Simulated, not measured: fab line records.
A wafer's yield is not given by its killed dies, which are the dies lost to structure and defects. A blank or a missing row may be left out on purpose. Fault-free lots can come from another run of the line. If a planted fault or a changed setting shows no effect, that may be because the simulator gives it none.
Chamber matching -- flow nand_harc -- NHARC_P_BONDPAD_DESCUM_11 on rie_diel-04 has 4 sister chambers
The step chemistry O2, time 3 s. 18 wafers are shown with their chamber, then 9 later ones without.

WAFERS, EACH WITH ITS CHAMBER
wafer,chamber,showerhead_plenum_p_Torr (Torr),drypump_motor_current_A (A),oes_product_au (a.u.)
L223.1,1,1.88,5.0,1.018
L223.3,2,2.02,5.3,1.030
L223.6,2,2.02,5.3,1.024
L229.1,1,1.88,5.0,1.021
L229.4,0,1.83,5.3,1.017
L229.5,0,1.83,5.3,1.021
L231.3,2,2.02,5.3,1.018
L231.5,2,2.02,5.3,1.016
L231.6,3,1.96,6.5,0.978
L230.4,0,1.83,5.3,1.027
L230.5,1,1.88,5.0,1.024
L230.6,2,2.02,5.3,1.021
L236.1,0,1.83,5.3,1.023
L236.3,3,1.95,6.5,0.995
L236.5,1,1.88,5.0,1.016
L235.2,3,1.96,6.6,0.985
L235.3,0,1.83,5.3,1.022
L235.4,2,2.02,5.3,0.999

SIGNATURES, as means of the wafers listed above
reading,chamber 0,chamber 1,chamber 2,chamber 3,scatter within a chamber
showerhead_plenum_p_Torr,1.8300,1.8800,2.0200,1.9567,0.00218
drypump_motor_current_A,5.300,5.000,5.300,6.533,0.0218
oes_product_au,1.02200,1.01975,1.01800,0.98600,0.00751
Rule: a wafer lies at a distance from a chamber equal to the root of the sum of squares, over the readings, of (its reading less the chamber's mean, divided by the reading's scatter). If the next closest chamber is less than 2 further off than the closest, the wafer can't be placed; otherwise it belongs to the closest. The scatter: the root of (the sum of the squares of (reading less its chamber's mean) over the shown wafers, divided by (wafers less chambers)).

WAFERS WITHOUT THEIR CHAMBER
wafer,showerhead_plenum_p_Torr (Torr),drypump_motor_current_A (A),oes_product_au (a.u.)
L243.1,1.95,6.5,0.998
L243.4,2.02,5.3,1.015
L243.6,1.95,6.5,0.979
L242.4,2.02,5.3,1.018
L242.5,1.88,5.0,1.014
L242.6,2.02,5.3,1.009
L246.1,1.88,5.0,1.020
L246.2,1.83,5.3,1.007
L246.6,1.83,5.3,1.021

WHICH CHAMBER EACH ONE RAN IN
wafer,from the rows above,in truth
L243.1,3,3
L243.4,2,2
L243.6,3,3
L242.4,2,2
L242.5,1,1
L242.6,2,2
L246.1,1,1
L246.2,0,0
L246.6,0,0
Correctly placed: 9 of 9. Left unplaced by these rows: 0. Placed wrongly: 0.
